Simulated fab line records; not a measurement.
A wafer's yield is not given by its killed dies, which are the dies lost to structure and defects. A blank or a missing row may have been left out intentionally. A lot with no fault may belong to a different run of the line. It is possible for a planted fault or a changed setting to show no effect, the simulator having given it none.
Which tool was responsible?	flow nandHarc	Sampling: 21 lots, 63 wafers, 6 of 1302 route steps

== WHAT THE GAUGES READ, wafer by wafer ==
The record lacks any reading of a measuring or inspecting step that a usual standard deviation could be used to judge.

== WHICH TOOL RAN EACH LOT (tool, then ch and the chambers of the sampled wafers, then the start) ==
lot	NHARC_A_STAIRCASE_ETCH_27	NHARC_A_STAIRCASE_ETCH_188	NHARC_A_STAIRCASE_ETCH_203	NHARC_A_STAIRCASE_TRIM_222	NHARC_A_STAIRCASE_TRIM_224	NHARC_A_STAIRCASE_TRIM_233
L075	rieDiel-13 ch 0,1,3, no start	rieDiel-13 ch 0,2, no start	rieDiel-13 ch 0,1,3, no start	rieDiel-13 ch 0,3, no start	rieDiel-13 ch 1,2, no start	rieDiel-12 ch 0,1, no start
L074	rieDiel-12 ch 1,2,3, no start	rieDiel-12 ch 1,2,3, no start	rieDiel-02 ch 0,1,2, no start	rieDiel-13 ch 0,2,3, no start	rieDiel-13 ch 0,1,2, no start	rieDiel-13 ch 0,1,3, no start
L076	rieDiel-13 ch 0,2, no start	rieDiel-12 ch 0,1,3, no start	rieDiel-13 ch 1,2,3, no start	rieDiel-02 ch 0,1, no start	rieDiel-02 ch 0,1,2, no start	rieDiel-02 ch 0,1, no start
L079	rieDiel-13 ch 0,1,2, no start	rieDiel-02 ch 0,1,2, no start	rieDiel-02 ch 0,1,3, no start	rieDiel-13 ch 0,1,2, no start	rieDiel-13 ch 0,1,3, no start	rieDiel-12 ch 0,2,3, no start
L078	rieDiel-13 ch 0,3, no start	rieDiel-13 ch 0,3, no start	rieDiel-12 ch 0,1, no start	rieDiel-02 ch 0,1,3, no start	rieDiel-02 ch 0,1,3, no start	rieDiel-13 ch 0,1,2, no start
L081	rieDiel-12 ch 1,2,3, no start	rieDiel-13 ch 0,2,3, no start	rieDiel-13 ch 1,2,3, no start	rieDiel-02 ch 1,2,3, no start	rieDiel-02 ch 1,2, no start	rieDiel-02 ch 1,2,3, no start
L080	rieDiel-13 ch 0,2,3, no start	rieDiel-02 ch 1,2,3, no start	rieDiel-02 ch 1,2, no start	rieDiel-12 ch 0,1, no start	rieDiel-12 ch 0,2,3, no start	rieDiel-02 ch 1,2, no start
L082	rieDiel-02 ch 1,2, no start	rieDiel-13 ch 0,2,3, no start	rieDiel-13 ch 0,1,3, no start	rieDiel-02 ch 0,1,2, no start	rieDiel-02 ch 0,1,2, no start	rieDiel-02 ch 1,2, no start
L083	rieDiel-02 ch 1,2, no start	rieDiel-13 ch 0,2, no start	rieDiel-13 ch 1,2,3, no start	rieDiel-13 ch 0,1,3, no start	rieDiel-13 ch 0,2,3, no start	rieDiel-13 ch 0,2,3, no start
L084	rieDiel-02 ch 0,1,2, no start	rieDiel-12 ch 1,2, no start	rieDiel-13 ch 1,2,3, no start	rieDiel-12 ch 0,2,3, no start	rieDiel-12 ch 0,1,3, no start	rieDiel-12 ch 2,3, no start
L085	rieDiel-02 ch 1,2, no start	rieDiel-12 ch 0,1,2, no start	rieDiel-13 ch 0,3, no start	rieDiel-12 ch 0,2, no start	rieDiel-12 ch 0,2,3, no start	rieDiel-02 ch 0,2, no start
L087	rieDiel-13 ch 1,2, no start	rieDiel-13 ch 1,2,3, no start	rieDiel-12 ch 0,1,2, no start	rieDiel-02 ch 1,2,3, no start	rieDiel-02 ch 0,1,3, no start	rieDiel-02 ch 0,1,3, no start
L086	rieDiel-12 ch 0,2,3, no start	rieDiel-12 ch 0,2,3, no start	rieDiel-13 ch 1,2,3, no start	rieDiel-13 ch 1,2,3, no start	rieDiel-13 ch 1,2,3, no start	rieDiel-13 ch 0,3, no start
L088	rieDiel-02 ch 0,2,3, no start	rieDiel-13 ch 1,3, no start	rieDiel-13 ch 0,3, no start	rieDiel-02 ch 0,2, no start	rieDiel-02 ch 2,3, no start	rieDiel-02 ch 0,1,2, no start
L090	rieDiel-12 ch 1,2,3, no start	rieDiel-12 ch 0,2, no start	rieDiel-12 ch 1,2,3, no start	rieDiel-02 ch 1,2,3, no start	rieDiel-02 ch 0,3, no start	rieDiel-02 ch 1,3, no start
L091	rieDiel-02 ch 0,2, no start	rieDiel-02 ch 0,2,3, no start	rieDiel-02 ch 0,2, no start	rieDiel-02 ch 0,3, no start	rieDiel-02 ch 0,3, no start	rieDiel-02 ch 1,2,3, no start
L092	rieDiel-13 ch 0,1, no start	rieDiel-12 ch 1,2,3, no start	rieDiel-02 ch 1,3, no start	rieDiel-13 ch 0,1,2, no start	rieDiel-13 ch 0,1,3, no start	rieDiel-12 ch 0,2, no start
L093	rieDiel-13 ch 1,3, no start	rieDiel-02 ch 1,2, no start	rieDiel-13 ch 1,2,3, no start	rieDiel-02 ch 0,1, no start	rieDiel-02 ch 0,1,3, no start	rieDiel-12 ch 1,2, no start
L096	rieDiel-12 ch 0,2, day 24 19:33 or earlier	rieDiel-12 ch 0,2, day 24 19:33 or earlier	rieDiel-02 ch 0,1,2, day 24 19:33 or earlier	rieDiel-02 ch 0,1, day 24 19:33 or earlier	rieDiel-02 ch 0,2, day 24 19:33 or earlier	rieDiel-12 ch 0,3, day 24 19:33
L094	rieDiel-13 ch 1,2,3, no start	rieDiel-13 ch 0,1,3, no start	rieDiel-13 ch 0,1,3, no start	rieDiel-12 ch 1,2,3, no start	rieDiel-12 ch 0,1,2, no start	rieDiel-13 ch 0,2,3, no start
L095	rieDiel-02 ch 0,3, no start	rieDiel-02 ch 1,2, no start	rieDiel-13 ch 0,2,3, no start	rieDiel-12 ch 0,3, no start	rieDiel-12 ch 0,2,3, no start	rieDiel-13 ch 0,1,3, no start
- NHARC_A_STAIRCASE_ETCH_27: etches the open film in C4F8/O2, target depth 100 nm, time 40.5 s.
- NHARC_A_STAIRCASE_ETCH_188: etches the open film in C4F8/O2, target depth 100 nm, time 40.5 s.
- NHARC_A_STAIRCASE_ETCH_203: etches the open film in C4F8/O2, target depth 100 nm, time 40.5 s.
- NHARC_A_STAIRCASE_TRIM_222: chemistry O2, time 211.2 s.
- NHARC_A_STAIRCASE_TRIM_224: chemistry O2, time 211.2 s.
- NHARC_A_STAIRCASE_TRIM_233: chemistry O2, time 211.2 s.

== AS READ BY THE TOOLS THEMSELVES (means over the sampled wafers that have a number; for cases with no such wafer, the mark the record gives instead) ==
NHARC_A_STAIRCASE_ETCH_27. Usual: biasW 1000.1 W, standard deviation 3; oesProductAu 0.943 a.u., standard deviation 0.01; rfVppV 895 V, standard deviation 6.5.
lot	tool	biasW (W)	oesProductAu (a.u.)	rfVppV (V)	flag
L075	rieDiel-13	995.7	0.944	894	
L074	rieDiel-12	1000.4	0.958	894	
L076	rieDiel-13	1000.0	0.950	894	
L079	rieDiel-13	998.4	0.946	891	
L078	rieDiel-13	1000.7	0.949	896	
L081	rieDiel-12	999.7	0.949	893	
L080	rieDiel-13	999.8	0.941	894	
L082	rieDiel-02	1002.4	0.939	897	
L083	rieDiel-02	1001.1	0.921	897	
L084	rieDiel-02	999.7	0.940	901	
L085	rieDiel-02	1000.0	0.946	901	
L087	rieDiel-13	997.1	0.940	889	
L086	rieDiel-12	1001.8	0.928	897	
L088	rieDiel-02	996.7	0.942	896	
L090	rieDiel-12	1000.9	0.945	899	
L091	rieDiel-02	1001.3	0.938	901	
L092	rieDiel-13	1000.3	0.957	890	
L093	rieDiel-13	999.1	0.957	891	
L096	rieDiel-12	1003.8	0.952	899	
L094	rieDiel-13	1000.2	0.946	892	
L095	rieDiel-02	1002.8	0.941	900	

NHARC_A_STAIRCASE_ETCH_188. Usual: biasW 1000.4 W, standard deviation 3; oesProductAu 0.946 a.u., standard deviation 0.013; rfVppV 896 V, standard deviation 6.5.
lot	tool	biasW (W)	oesProductAu (a.u.)	rfVppV (V)	flag
L075	rieDiel-13	1002.3	0.939	892	
L074	rieDiel-12	1003.1	0.957	894	
L076	rieDiel-12	1000.8	0.958	894	
L079	rieDiel-02	1001.6	0.954	901	
L078	rieDiel-13	1000.8	0.959	899	
L081	rieDiel-13	1001.7	0.935	895	
L080	rieDiel-02	1000.0	0.933	897	
L082	rieDiel-13	1003.3	0.956	895	
L083	rieDiel-13	998.2	0.939	891	
L084	rieDiel-12	999.0	0.951	903	
L085	rieDiel-12	999.2	0.964	896	
L087	rieDiel-13	999.3	0.935	892	
L086	rieDiel-12	997.8	0.931	897	
L088	rieDiel-13	1003.6	0.955	891	
L090	rieDiel-12	1000.3	0.960	898	
L091	rieDiel-02	997.3	0.947	896	
L092	rieDiel-12	1000.8	0.951	900	
L093	rieDiel-02	999.9	0.945	897	
L096	rieDiel-12	1003.8	0.950	893	
L094	rieDiel-13	999.6	0.950	894	
L095	rieDiel-02	1000.6	0.930	901	

NHARC_A_STAIRCASE_ETCH_203. Usual: biasW 999.5 W, standard deviation 2.8; oesProductAu 0.944 a.u., standard deviation 0.0097; rfVppV 895 V, standard deviation 6.1.
lot	tool	biasW (W)	oesProductAu (a.u.)	rfVppV (V)	flag
L075	rieDiel-13	998.0	0.950	895	
L074	rieDiel-02	1001.3	0.956	895	
L076	rieDiel-13	1001.4	0.954	894	
L079	rieDiel-02	997.0	0.938	901	
L078	rieDiel-12	1001.6	0.941	890	
L081	rieDiel-13	1001.0	0.940	892	
L080	rieDiel-02	998.2	0.925	902	
L082	rieDiel-13	1000.2	0.952	894	
L083	rieDiel-13	1000.7	0.948	892	
L084	rieDiel-13	997.7	0.953	893	
L085	rieDiel-13	998.8	0.945	898	
L087	rieDiel-12	1001.9	0.946	896	
L086	rieDiel-13	998.7	0.951	892	
L088	rieDiel-13	998.3	0.932	896	
L090	rieDiel-12	999.8	0.945	899	
L091	rieDiel-02	1000.5	0.947	897	
L092	rieDiel-02	998.8	0.953	901	
L093	rieDiel-13	997.4	0.939	892	
L096	rieDiel-02	999.6	0.943	901	
L094	rieDiel-13	999.1	0.943	893	
L095	rieDiel-13	997.7	0.941	894	

NHARC_A_STAIRCASE_TRIM_222. Usual: drypumpMotorCurrentA 5.7 A, standard deviation 0.56; o2FlowSccm 499.8 sccm, standard deviation 1.5; oesProductAu 1.001 a.u., standard deviation 0.0092; rfVppV 57.8 V, standard deviation 0.9; showerheadPlenumPTorr 3.53 Torr, standard deviation 0.18; throttleValvePct 17.036 %, standard deviation 0.0083.
lot	tool	drypumpMotorCurrentA (A)	o2FlowSccm (sccm)	oesProductAu (a.u.)	rfVppV (V)	showerheadPlenumPTorr (Torr)	throttleValvePct (%)	flag
L075	rieDiel-13	5.7	499.1	1.001	58.5	3.61	17.038	
L074	rieDiel-13	5.6	499.7	0.996	57.3	3.51	17.037	
L076	rieDiel-02	5.3	500.3	1.007	58.6	3.44	17.039	
L079	rieDiel-13	5.9	499.3	1.008	57.3	3.39	17.033	
L078	rieDiel-02	5.6	498.7	1.001	57.8	3.67	17.033	
L081	rieDiel-02	5.8	499.1	0.998	57.5	3.56	17.039	
L080	rieDiel-12	6.0	501.1	0.995	58.4	3.42	17.036	
L082	rieDiel-02	5.8	499.2	0.987	58.6	3.68	17.038	
L083	rieDiel-13	6.0	500.8	1.007	58.8	3.48	17.033	
L084	rieDiel-12	5.2	499.8	1.006	57.5	3.58	17.037	
L085	rieDiel-12	5.0	500.4	1.010	58.1	3.47	17.045	
L087	rieDiel-02	5.9	500.7	0.998	57.6	3.55	17.044	
L086	rieDiel-13	5.6	500.9	1.006	57.5	3.43	17.039	
L088	rieDiel-02	6.1	500.1	0.999	58.0	3.66	17.034	
L090	rieDiel-02	5.9	500.0	1.000	57.5	3.54	17.032	
L091	rieDiel-02	5.9	497.7	0.999	58.1	3.52	17.029	
L092	rieDiel-13	5.9	499.9	1.012	57.6	3.38	17.037	
L093	rieDiel-02	5.3	502.1	0.999	58.4	3.77	17.040	
L096	rieDiel-02	5.3	500.1	0.993	58.3	3.77	17.032	
L094	rieDiel-12	5.8	498.8	1.010	58.3	3.62	17.039	
L095	rieDiel-12	5.4	498.8	1.005	57.3	3.50	17.043	

NHARC_A_STAIRCASE_TRIM_224. Usual: drypumpMotorCurrentA 5.7 A, standard deviation 0.54; o2FlowSccm 500.1 sccm, standard deviation 1.6; oesProductAu 1.000 a.u., standard deviation 0.0088; rfVppV 57.7 V, standard deviation 0.9; showerheadPlenumPTorr 3.53 Torr, standard deviation 0.18; throttleValvePct 17.036 %, standard deviation 0.0088.
lot	tool	drypumpMotorCurrentA (A)	o2FlowSccm (sccm)	oesProductAu (a.u.)	rfVppV (V)	showerheadPlenumPTorr (Torr)	throttleValvePct (%)	flag
L075	rieDiel-13	5.6	500.3	1.009	57.6	3.35	17.034	
L074	rieDiel-13	5.9	500.5	1.008	57.3	3.40	17.041	
L076	rieDiel-02	5.8	498.2	0.999	57.9	3.51	17.033	
L079	rieDiel-13	6.0	499.2	1.012	58.1	3.49	17.036	
L078	rieDiel-02	5.6	499.2	1.000	58.3	3.67	17.025	
L081	rieDiel-02	5.5	500.6	0.987	57.9	3.69	17.033	
L080	rieDiel-12	5.2	500.0	1.003	56.8	3.40	17.038	
L082	rieDiel-02	5.8	499.7	0.994	58.4	3.68	17.032	
L083	rieDiel-13	5.6	498.6	0.995	57.8	3.50	17.031	
L084	rieDiel-12	5.7	501.2	0.999	57.8	3.47	17.045	
L085	rieDiel-12	5.3	501.0	0.997	57.5	3.58	17.044	
L087	rieDiel-02	5.6	501.8	0.989	57.5	3.65	17.033	
L086	rieDiel-13	5.7	499.8	1.001	56.9	3.43	17.038	
L088	rieDiel-02	6.1	498.3	0.999	57.8	3.42	17.033	
L090	rieDiel-02	5.9	500.9	0.994	57.4	3.52	17.030	
L091	rieDiel-02	5.8	501.7	1.001	57.6	3.63	17.041	
L092	rieDiel-13	6.0	500.3	1.000	58.4	3.47	17.042	
L093	rieDiel-02	5.6	499.0	1.000	58.1	3.64	17.040	
L096	rieDiel-02	6.3	501.1	1.003	57.6	3.54	17.037	
L094	rieDiel-12	5.5	500.9	1.007	58.1	3.51	17.034	
L095	rieDiel-12	5.3	499.1	0.995	57.0	3.56	17.029	

NHARC_A_STAIRCASE_TRIM_233. Usual: drypumpMotorCurrentA 5.7 A, standard deviation 0.58; o2FlowSccm 500.0 sccm, standard deviation 1.4; oesProductAu 1.002 a.u., standard deviation 0.009; rfVppV 57.7 V, standard deviation 0.85; showerheadPlenumPTorr 3.53 Torr, standard deviation 0.18; throttleValvePct 17.036 %, standard deviation 0.0084.
lot	tool	drypumpMotorCurrentA (A)	o2FlowSccm (sccm)	oesProductAu (a.u.)	rfVppV (V)	showerheadPlenumPTorr (Torr)	throttleValvePct (%)	flag
L075	rieDiel-12	6.0	499.6	1.010	58.4	3.44	17.042	
L074	rieDiel-13	6.0	500.6	0.998	57.5	3.49	17.029	
L076	rieDiel-02	5.5	500.5	1.008	57.5	3.61	17.027	
L079	rieDiel-12	5.2	499.7	1.004	57.5	3.41	17.041	
L078	rieDiel-13	6.0	499.7	1.009	56.9	3.39	17.049	
L081	rieDiel-02	5.8	500.4	0.999	57.9	3.56	17.036	
L080	rieDiel-02	5.5	499.4	0.993	57.4	3.69	17.038	
L082	rieDiel-02	5.5	502.9	0.992	58.5	3.69	17.031	
L083	rieDiel-13	5.7	500.6	1.007	57.8	3.50	17.036	
L084	rieDiel-12	5.5	501.0	0.988	57.6	3.68	17.036	
L085	rieDiel-02	6.0	498.9	0.995	57.9	3.66	17.033	
L087	rieDiel-02	5.6	499.2	1.001	58.0	3.65	17.037	
L086	rieDiel-13	5.9	499.3	0.995	57.8	3.54	17.034	
L088	rieDiel-02	5.8	500.5	0.998	58.1	3.66	17.044	
L090	rieDiel-02	5.3	498.5	0.993	58.4	3.65	17.031	
L091	rieDiel-02	5.8	500.5	0.990	57.9	3.54	17.037	
L092	rieDiel-12	5.0	500.1	1.009	57.7	3.62	17.036	
L093	rieDiel-12	5.6	499.7	1.014	57.8	3.68	17.030	
L096	rieDiel-12	5.5	501.1	0.991	57.1	3.50	17.031	
L094	rieDiel-13	5.6	501.2	0.998	57.8	3.48	17.031	
L095	rieDiel-13	6.0	500.0	1.004	57.1	3.46	17.035	

== THE ANSWER, worked out from the rows above alone ==
Rule: a lot counts as off when the mean over its wafers that have a number is more than 3 standard deviations away from the usual mean. A lot without any number at a reading at which 4 lots or more have one is off too. Where the step has rows for the other lots, those lots are counted as sound. The gauges are gone through in route order, then the tools' own readings, and for those a lot's mean is taken as printed above. At the first step where some lot is off, the reading lying furthest off is the one used; lots without a number count as furthest.
Nothing can be told from this: no lot is off at any reading shown.

== WHAT HAD BEEN PUT IN BY THE SIMULATOR ==
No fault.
